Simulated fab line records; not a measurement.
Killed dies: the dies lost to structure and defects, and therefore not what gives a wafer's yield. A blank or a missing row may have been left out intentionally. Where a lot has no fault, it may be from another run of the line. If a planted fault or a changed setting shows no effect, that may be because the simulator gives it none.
fab line records -- flow n5_finfet
[record] lots = 5, wafers = 13, last_day = 19
route steps=1938 shown MOL_CONTACT_COAG@558 PASSIVATION@1936
lots untouched by any fault: they come from a run of this same line in which no faults occurred
start_h: hours from the record's opening day to when the first of the lot's shown wafers began -- wait_h: time in hours since the lot's previous step -- " as in the row above -- L1.1+2: a row that stands for several wafers -- - no value, or no start was given -- * or withheld: withheld -- < > ~ a bound
route shown NAME@n: NAME is a module with steps in the file, n the number in the route of the first one -- usual: mean/standard deviation of fault-free wafers -- same: alike in all rows -- chamber/n: place in a boat -- sites: the reading at each site -- _std_site: the standard deviation of these -- _edge_site: outer sites' mean less inner sites' -- radius_mm: how far each site lies from the wafer's centre -- mask NAME#n: copy n -- behind: the most recent tool/chamber to have shaped the wafer -- hold: the reason the lot was held/the length of the hold in hours/how it ended -- device: whichever transistor did not switch (one of n, p or np) -- end of line: the route-end tests of the same wafers -- a step without rows: its recipe alone -- killed: the dies lost at the first sort to structure and to defects; this is not the yield of the wafer -- map: shows each die of a wafer: x if killed, . if not, _ if none is there
set.NAME: setting as actually run; set.NAME@STEP: the setting as run at that earlier step -- model.NAME: the simulator's own value behind a step, which no gauge read
lots seen at some steps along the route; tables by step, rows by wafer
services: a tool's chamber out of use, with start hour (start_h, from the record's first day; less than 0 if before it), hours out, and reason
[[steps]]
[step N5_MOL_CONTACT_COAG_WET_ETCH_116]
[recipe] chemistry = SC1-inhibited, target_depth_nm = 4.6, dry = ipa_marangoni, rinse_time_s = 30, rinse_temp_c = 23
[step N5_MOL_CONTACT_COAG_ALD_27]
[recipe] material = SiOC, target_thk_a = 170, temp_c = 400, ald_precursor_family = carbosiloxane, ald_co_reactant = H2-plasma, pulse_time_s = 1.5, time_s = 2720, purge_time_s = 2, co_reactant_purge_time_s = 2, ald_cycles = 340, pressure_torr = 2
[step N5_MOL_CONTACT_COAG_CMP_28]
[recipe] stop_on = SiNx, t_overpolish_s = 0.85, post_cmp_clean = alkaline_brush, down_force_psi = 4.15, platen_rpm = 51.8, pad_velocity_m_s = 1.0307, target_thk_nm = 14.522
[step N5_MOL_CONTACT_COAG_ALD_123]
[recipe] material = SiNx, target_thk_a = 50, temp_c = 400, ald_precursor_family = SiH2I2, ald_co_reactant = N2/H2-plasma, pulse_time_s = 1, purge_time_s = 2, co_reactant_purge_time_s = 2, ald_cycles = 100, pressure_torr = 2
[step N5_MOL_CONTACT_COAG_PECVD_31]
[recipe] material = SiO2, target_thk_a = 460, temp_c = 400, precursor = TEOS/O2, pressure_torr = 6.5, rf_w = withheld, teos_flow_sccm = withheld, gas = O2, flow_sccm = 2650, time_s = 8.9
[step N5_MOL_CONTACT_COAG_COAT_75]
[recipe] resist = SOC, temp_c = 250, time_s = 60, spin_rpm = 1500, resist_thk_nm = 60
[step N5_MOL_CONTACT_COAG_COAT_76]
[recipe] resist = SiARC, temp_c = 220, time_s = 60, spin_rpm = 1500, resist_thk_nm = 10
[step N5_MOL_CONTACT_COAG_COAT_77]
[recipe] resist = underlayer, temp_c = 205, time_s = 60, spin_rpm = 1500, resist_thk_nm = 10
[step N5_MOL_CONTACT_COAG_COAT_78]
[recipe] resist = CAR-EUV, spin_rpm = 1500, resist_thk_nm = 40
[step N5_MOL_CONTACT_COAG_EBR_80]
[recipe] solvent = PGMEA, ebr_width_mm = 1.5
[step N5_MOL_CONTACT_COAG_SOFTBAKE_79]
[recipe] temp_c = 110, time_s = 60, resist = CAR-EUV
[step N5_MOL_CONTACT_COAG_EXPOSE_81]
[recipe] mask_id = VG, na = 0.33, source_shape = annular, sigma_inner = 0.3, sigma_outer = 0.7, polarization = unpolarized, defocus_nm = 0, dose_mj = 59.5
lot.wafer,tool,chamber,start_h,wait_h,mask
L274.1+3+6,euv_scanner-01,0,158.22,-,VG#0
L277.1+2+6,euv_scanner-01,0,177.76,-,VG#0
L278.2+4,euv_scanner-01,0,180.43,-,VG#0
L279.4+5,euv_scanner-01,0,185.00,-,VG#0
L287.2+4+5,euv_scanner-02,0,239.53,-,VG#0
[step N5_MOL_CONTACT_COAG_PEB_82]
[recipe] peb_temp_c = 100, peb_time_s = 60, resist = CAR-EUV
[step N5_MOL_CONTACT_COAG_DEVELOP_83]
[recipe] develop_time_s = 30, developer = TMAH, resist = CAR-EUV, rinse_liquid = surfactant_rinse, dry = air_spin, dev_temp_c = 23
[step N5_MOL_CONTACT_COAG_CD_MEAS_84]
[recipe] target_cd_nm = 25.1, landing_energy_ev = 500, detector = se_inlens, polarity = opening
[usual] cd_nm = 25.17/0.21
lot.wafer,tool,chamber,start_h,wait_h,cd_nm
L274.1,cd_sem-03,0,158.36,-,24.88
L274.3,cd_sem-03,0,158.36,-,25.10
L274.6,cd_sem-03,0,158.36,-,25.03
L277.1,cd_sem-01,0,177.90,-,25.01
L277.2,cd_sem-01,0,177.90,-,22.39
L277.6,cd_sem-01,0,177.90,-,25.06
L278.2,cd_sem-03,0,180.56,-,21.91
L278.4,cd_sem-03,0,180.56,-,21.87
L279.4,cd_sem-03,0,185.12,-,22.12
L279.5,cd_sem-03,0,185.12,-,24.82
L287.2,cd_sem-01,0,239.67,-,25.20
L287.4,cd_sem-01,0,239.67,-,24.98
L287.5,cd_sem-01,0,239.67,-,25.14
[step N5_MOL_CONTACT_COAG_DESCUM_88]
[recipe] chemistry = O2, time_s = 7, source_power_w = 50, bias_power_w = 20, pressure_mtorr = 20, rf_frequency_hz = 2.712e+07, temp_c = 40, resist = CAR-EUV, o2_flow_sccm = 225
[step N5_MOL_CONTACT_COAG_ETCH_89]
[recipe] chemistry = N2/H2, target = underlayer, target_depth_a = 130, mask_material = CAR-EUV, time_s = 10.4, ion_energy_ev = 200, pressure_mtorr = 30, source_w = 840, bias_w = 150, n2_flow_sccm = 200, h2_flow_sccm = 200, ends = cleared
[step N5_MOL_CONTACT_COAG_ETCH_90]
[recipe] chemistry = CF4, target = SiARC, target_depth_a = 130, mask_material = CAR-EUV, time_s = 21.7, ion_energy_ev = 80, pressure_mtorr = 40, source_w = 545, bias_w = 36, Ar_flow_sccm = 100, cf4_flow_sccm = 100, ends = cleared
[step N5_MOL_CONTACT_COAG_ALD_131]
[recipe] material = SiO2, target_thk_a = 50, temp_c = 100, ald_precursor_family = BDEAS, ald_co_reactant = O2-plasma, pulse_time_s = 1, co_reactant_pulse_time_s = 1, purge_time_s = 2, co_reactant_purge_time_s = 2, ald_cycles = 35, pressure_torr = 2
[step N5_MOL_CONTACT_COAG_ETCHBACK_132]
[recipe] chemistry = CHF3, target = SiO2, target_depth_a = 100, time_s = 6.7, ion_energy_ev = 200, pressure_mtorr = 30, source_w = 610, bias_w = 170, Ar_flow_sccm = 200, CHF3_flow_sccm = 50
[step N5_MOL_CONTACT_COAG_ETCH_91]
[recipe] chemistry = N2/H2, target = SOC, target_depth_a = 600, overetch_a = 210, mask_material = SiARC, temp_c = 40, time_s = 101.2, ion_energy_ev = 200, pressure_mtorr = 30, source_w = 840, bias_w = 150, n2_flow_sccm = 200, h2_flow_sccm = 200
[step N5_MOL_CONTACT_COAG_STRIP_92]
[recipe] chemistry = N2/H2, temp_c = 40, n2_flow_sccm = 200, h2_flow_sccm = 200, rf_frequency_hz = 6e+07
[step N5_MOL_CONTACT_COAG_STRIP_93]
[recipe] chemistry = N2/H2, temp_c = 40, n2_flow_sccm = 200, h2_flow_sccm = 200, rf_frequency_hz = 6e+07
[step N5_MOL_CONTACT_COAG_ETCHBACK_135]
[recipe] chemistry = CHF3, target = SiO2, target_depth_a = 250, time_s = 16.7, ion_energy_ev = 200, pressure_mtorr = 30, source_w = 610, bias_w = 170, Ar_flow_sccm = 200, CHF3_flow_sccm = 50
[step N5_MOL_CONTACT_COAG_STRIP_118]
[recipe] chemistry = CHF3, resist = SiARC, rf_frequency_hz = 6e+07
[step N5_MOL_CONTACT_COAG_VIA_ETCH_46]
[recipe] chemistry = C4F6/O2, target_depth_a = 460, overetch_a = 92, mask_material = SOC, target = SiO2, bias_w = 455, pressure_mtorr = 10, time_s = 40, source_w = 325, Ar_flow_sccm = 300, C4F6_flow_sccm = 10, O2_flow_sccm = 10, ion_energy_ev = 575.3, ends = end_point
[step N5_MOL_CONTACT_COAG_STRIP_96]
[recipe] chemistry = N2/H2, power_w = 500, temp_c = 40, pressure_mtorr = 50, rf_frequency_hz = 6e+07, overash_fraction = 0.3, bias_power_w = 28, h2_frac = 0.5, n2_flow_sccm = 300, h2_flow_sccm = 300
[step N5_MOL_CONTACT_COAG_ETCH_47]
[recipe] chemistry = CH3F/O2, target = SiNx, target_depth_a = 270, mask_material = SiO2, stop_on = W, over_etch_frac = 0.2, ion_energy_ev = 120, endpoint = OES-CN, pressure_mtorr = 30, source_w = 395, bias_w = 73, Ar_flow_sccm = 150, CH3F_flow_sccm = 30, O2_flow_sccm = 20, ends = end_point
[step N5_MOL_CONTACT_COAG_STRIP_119]
[recipe] chemistry = N2/H2, time_s = 30, power_w = 1000, temp_c = 250, pressure_mtorr = withheld, n2_flow_sccm = 1750, h2_flow_sccm = 3250
[step N5_MOL_CONTACT_COAG_PRECLEAN_144]
[recipe] chemistry = alkaline_clean, temp_c = 60, time_s = 60, do_ppb = 50
[step N5_MOL_CONTACT_COAG_SRD_145]
[recipe] dry = ipa_marangoni, time_s = 30, temp_c = 23, rinse_liquid = diw
[step N5_MOL_CONTACT_COAG_CD_MEAS_137]
[recipe] target_cd_nm = 16
[usual] cd_nm = 16.0/0.4
lot.wafer,tool,chamber,start_h,wait_h,cd_nm
L274.1,cd_sem-03,-,159.54,0.0,16.3
L274.3,cd_sem-03,-,159.54,0.0,16.1
L274.6,cd_sem-03,-,159.54,0.0,15.9
L277.1,cd_sem-02,-,178.84,0.0,15.8
L277.2,cd_sem-02,-,178.84,0.0,13.5
L277.6,cd_sem-02,-,178.84,0.0,15.5
L278.2,cd_sem-02,-,181.87,0.0,13.1
L278.4,cd_sem-02,-,181.87,0.0,12.9
L279.4,cd_sem-03,-,186.70,0.0,12.6
L279.5,cd_sem-03,-,186.70,0.0,16.1
L287.2,cd_sem-01,-,240.67,0.0,15.9
L287.4,cd_sem-01,-,240.67,0.0,16.6
L287.5,cd_sem-01,-,240.67,0.0,15.5
[step N5_MOL_CONTACT_COAG_COAT_62]
[recipe] resist = SOC, temp_c = 250, time_s = 60, spin_rpm = 1500, resist_thk_nm = 60
[step N5_PASSIVATION_PROBE_49]
[usual] killed_at_M0_to_M3 = 33/11, killed_at_M4_up = 14/5, killed_at_contacts = 11/7.3, killed_at_front_end = 43/12, killed_at_other = 4/3.1, killed_dies = 106/17, killed_on_rim = 14/3.8, killed_open = 69/13, killed_short = 34/8.7
[same] gross_dies = 1180, killed_at_back_side = 0
lot.wafer,tool,chamber,start_h,wait_h,killed_at_M0_to_M3,killed_at_M4_up,killed_at_contacts,killed_at_front_end,killed_at_other,killed_dies,killed_on_rim,killed_open,killed_short
L274.1,prober-02,-,377.70,0.0,30,14,9,41,10,104,10,70,33
L277.2,prober-02,-,384.33,0.1,47,7,1073,49,4,1180,152,81,34
L279.4,prober-01,-,389.99,0.2,39,11,1062,61,7,1180,152,88,40
L279.5,prober-01,-,390.04,0.2,20,16,10,63,16,125,15,72,40
L278.2,prober-02,-,407.18,0.1,27,16,1079,54,4,1180,152,102,30
L278.4,prober-02,-,407.28,0.2,30,25,1076,45,4,1180,152,99,36
// killed by level:class
L274.1 MOL_CONTACT_COAG:geometric_particle:open=8 STI_FIN_REVEAL:geometric_particle:open=7 BEOL_M0_SAQP:geometric_particle:open=7 BEOL_M3:geometric_particle:open=7 FIN_SAQP:geometric_particle:short=6 BEOL_M1:geometric_particle:open=5 DUMMY_GATE:geometric_particle:open=5 BEOL_M2:geometric_particle:open=5
L277.2 MOL_CONTACT_COAG:area_expose=1063 BEOL_M0_SAQP:geometric_particle:open=20 BEOL_M0_SAQP:geometric_particle:short=19 STI_FIN_REVEAL:geometric_particle:open=18 FIN_SAQP:geometric_particle:open=17 MOL_CONTACT_COAG:geometric_particle:open=10 FIN_SAQP:geometric_particle:short=7 GATE_CUT:geometric_particle:short=3
L279.4 MOL_CONTACT_COAG:area_expose=1051 STI_FIN_REVEAL:geometric_particle:open=23 FIN_SAQP:geometric_particle:open=16 BEOL_M0_SAQP:geometric_particle:open=12 FIN_SAQP:geometric_particle:short=11 MOL_CONTACT_COAG:geometric_particle:open=9 BEOL_M2:geometric_particle:open=7 BEOL_M3:geometric_particle:open=5
L279.5 STI_FIN_REVEAL:geometric_particle:open=15 GATE_CUT:geometric_particle:short=11 FIN_SAQP:geometric_particle:open=10 FIN_SAQP:geometric_particle:short=7 MOL_CONTACT_COAG:geometric_particle:open=7 PASSIVATION:area_etch=7 BEOL_M3:geometric_particle:open=6 BEOL_M4:geometric_particle:open=6
L278.2 MOL_CONTACT_COAG:area_expose=1048 MOL_CONTACT_COAG:geometric_particle:open=26 STI_FIN_REVEAL:geometric_particle:open=24 BEOL_M0_SAQP:geometric_particle:open=7 FIN_SAQP:geometric_particle:open=6 BEOL_M0_SAQP:geometric_particle:short=6 FIN_SAQP:geometric_particle:short=5 STI_FIN_REVEAL:geometric_particle:short=5
L278.4 MOL_CONTACT_COAG:area_expose=1045 MOL_CONTACT_COAG:geometric_particle:open=25 BEOL_M4:geometric_particle:open=17 STI_FIN_REVEAL:geometric_particle:open=15 BEOL_M0_SAQP:geometric_particle:open=12 FIN_SAQP:geometric_particle:short=6 MOL_CONTACT_COAG:geometric_particle:short=6 FIN_SAQP:geometric_particle:open=5
// map L277.2 (x killed, . not)
_________________xxxxxxxxxxxx________________
______________xxxxxxxxxxxxxxxxxx_____________
___________xxxxxxxxxxxxxxxxxxxxxxxx__________
__________xxxxxxxxxxxxxxxxxxxxxxxxxx_________
________xxxxxxxxxxxxxxxxxxxxxxxxxxxxxx_______
_______xxxxxxxxxxxxxxxxxxxxxxxxxxxxxxxx______
______xxxxxxxxxxxxxxxxxxxxxxxxxxxxxxxxxx_____
_____xxxxxxxxxxxxxxxxxxxxxxxxxxxxxxxxxxxx____
____xxxxxxxxxxxxxxxxxxxxxxxxxxxxxxxxxxxxxx___
___xxxxxxxxxxxxxxxxxxxxxxxxxxxxxxxxxxxxxxxx__
___xxxxxxxxxxxxxxxxxxxxxxxxxxxxxxxxxxxxxxxx__
__xxxxxxxxxxxxxxxxxxxxxxxxxxxxxxxxxxxxxxxxxx_
__xxxxxxxxxxxxxxxxxxxxxxxxxxxxxxxxxxxxxxxxxx_
_xxxxxxxxxxxxxxxxxxxxxxxxxxxxxxxxxxxxxxxxxxxx
_xxxxxxxxxxxxxxxxxxxxxxxxxxxxxxxxxxxxxxxxxxxx
_xxxxxxxxxxxxxxxxxxxxxxxxxxxxxxxxxxxxxxxxxxxx
_xxxxxxxxxxxxxxxxxxxxxxxxxxxxxxxxxxxxxxxxxxxx
_xxxxxxxxxxxxxxxxxxxxxxxxxxxxxxxxxxxxxxxxxxxx
_xxxxxxxxxxxxxxxxxxxxxxxxxxxxxxxxxxxxxxxxxxxx
_xxxxxxxxxxxxxxxxxxxxxxxxxxxxxxxxxxxxxxxxxxxx
_xxxxxxxxxxxxxxxxxxxxxxxxxxxxxxxxxxxxxxxxxxxx
__xxxxxxxxxxxxxxxxxxxxxxxxxxxxxxxxxxxxxxxxxx_
__xxxxxxxxxxxxxxxxxxxxxxxxxxxxxxxxxxxxxxxxxx_
___xxxxxxxxxxxxxxxxxxxxxxxxxxxxxxxxxxxxxxxx__
___xxxxxxxxxxxxxxxxxxxxxxxxxxxxxxxxxxxxxxxx__
____xxxxxxxxxxxxxxxxxxxxxxxxxxxxxxxxxxxxxx___
_____xxxxxxxxxxxxxxxxxxxxxxxxxxxxxxxxxxxx____
______xxxxxxxxxxxxxxxxxxxxxxxxxxxxxxxxxx_____
_______xxxxxxxxxxxxxxxxxxxxxxxxxxxxxxxx______
________xxxxxxxxxxxxxxxxxxxxxxxxxxxxxx_______
__________xxxxxxxxxxxxxxxxxxxxxxxxxx_________
___________xxxxxxxxxxxxxxxxxxxxxxxx__________
______________xxxxxxxxxxxxxxxxxx_____________
_________________xxxxxxxxxxxx________________
// map L278.2 (x killed, . not)
_________________xxxxxxxxxxxx________________
______________xxxxxxxxxxxxxxxxxx_____________
___________xxxxxxxxxxxxxxxxxxxxxxxx__________
__________xxxxxxxxxxxxxxxxxxxxxxxxxx_________
________xxxxxxxxxxxxxxxxxxxxxxxxxxxxxx_______
_______xxxxxxxxxxxxxxxxxxxxxxxxxxxxxxxx______
______xxxxxxxxxxxxxxxxxxxxxxxxxxxxxxxxxx_____
_____xxxxxxxxxxxxxxxxxxxxxxxxxxxxxxxxxxxx____
____xxxxxxxxxxxxxxxxxxxxxxxxxxxxxxxxxxxxxx___
___xxxxxxxxxxxxxxxxxxxxxxxxxxxxxxxxxxxxxxxx__
___xxxxxxxxxxxxxxxxxxxxxxxxxxxxxxxxxxxxxxxx__
__xxxxxxxxxxxxxxxxxxxxxxxxxxxxxxxxxxxxxxxxxx_
__xxxxxxxxxxxxxxxxxxxxxxxxxxxxxxxxxxxxxxxxxx_
_xxxxxxxxxxxxxxxxxxxxxxxxxxxxxxxxxxxxxxxxxxxx
_xxxxxxxxxxxxxxxxxxxxxxxxxxxxxxxxxxxxxxxxxxxx
_xxxxxxxxxxxxxxxxxxxxxxxxxxxxxxxxxxxxxxxxxxxx
_xxxxxxxxxxxxxxxxxxxxxxxxxxxxxxxxxxxxxxxxxxxx
_xxxxxxxxxxxxxxxxxxxxxxxxxxxxxxxxxxxxxxxxxxxx
_xxxxxxxxxxxxxxxxxxxxxxxxxxxxxxxxxxxxxxxxxxxx
_xxxxxxxxxxxxxxxxxxxxxxxxxxxxxxxxxxxxxxxxxxxx
_xxxxxxxxxxxxxxxxxxxxxxxxxxxxxxxxxxxxxxxxxxxx
__xxxxxxxxxxxxxxxxxxxxxxxxxxxxxxxxxxxxxxxxxx_
__xxxxxxxxxxxxxxxxxxxxxxxxxxxxxxxxxxxxxxxxxx_
___xxxxxxxxxxxxxxxxxxxxxxxxxxxxxxxxxxxxxxxx__
___xxxxxxxxxxxxxxxxxxxxxxxxxxxxxxxxxxxxxxxx__
____xxxxxxxxxxxxxxxxxxxxxxxxxxxxxxxxxxxxxx___
_____xxxxxxxxxxxxxxxxxxxxxxxxxxxxxxxxxxxx____
______xxxxxxxxxxxxxxxxxxxxxxxxxxxxxxxxxx_____
_______xxxxxxxxxxxxxxxxxxxxxxxxxxxxxxxx______
________xxxxxxxxxxxxxxxxxxxxxxxxxxxxxx_______
__________xxxxxxxxxxxxxxxxxxxxxxxxxx_________
___________xxxxxxxxxxxxxxxxxxxxxxxx__________
______________xxxxxxxxxxxxxxxxxx_____________
_________________xxxxxxxxxxxx________________
[[services]]
tool,chamber,start_h,hours,kind
euv_scanner-01,-,138.73,1.0,pm
euv_scanner-02,-,160.63,1.0,pm
euv_scanner-01,0,194.67,-,calibration
euv_scanner-01,-,194.88,1.0,pm
euv_scanner-02,-,200.16,3.8,repair
euv_scanner-01,-,204.83,5.8,pm
euv_scanner-02,-,213.85,12.0,pm
euv_scanner-02,-,225.85,4.6,pm
euv_scanner-02,-,232.63,0.3,repair
[[key]]
[first_sign] step = N5_MOL_CONTACT_COAG_CD_MEAS_84, reading = cd_nm, direction = down, sigmas = 15, usual = 25.17, struck = 22.07
[effect] step = N5_MOL_CONTACT_COAG_CD_MEAS_137, reading = cd_nm, direction = down, sigmas = 7.4, usual = 16.0, struck = 13.0
[effect] step = N5_PASSIVATION_PROBE_49, reading = killed_at_contacts, direction = up, sigmas = 99+, usual = 11, struck = 1072
[more_kills_born_at] N5_MOL_CONTACT_COAG_EXPOSE_81@euv_scanner-01 = 4207
met_at N5_MOL_CONTACT_COAG_EXPOSE_81
struck_wafers L277.2,L278.2,L278.4,L279.4
later_rows_left_out L277.2,L278.2,L278.4,L279.4
tester_left_out L277,L278,L279
onset_between 158.22 177.76
[fault] kind = process_parameter_drift, tool = euv_scanner-01, chamber = -, onset_h = 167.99, steps = N5_MOL_CONTACT_COAG_EXPOSE_81, channel = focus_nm, offset = 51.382, shape = step, end_h = 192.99, scope = struck_wafers_only
// tester_left_out: of these lots the tester's yield and bins aren't shown, on N5 and GAA mostly nor the transistor test; their killed dies are dies lost to structure and defects alone, not to doping, threshold or leakage, so they don't give the yield
// later_rows_left_out: the simulator's readings of these wafers behind a module that went badly wrong aren't trusted and aren't shown, but for the sort
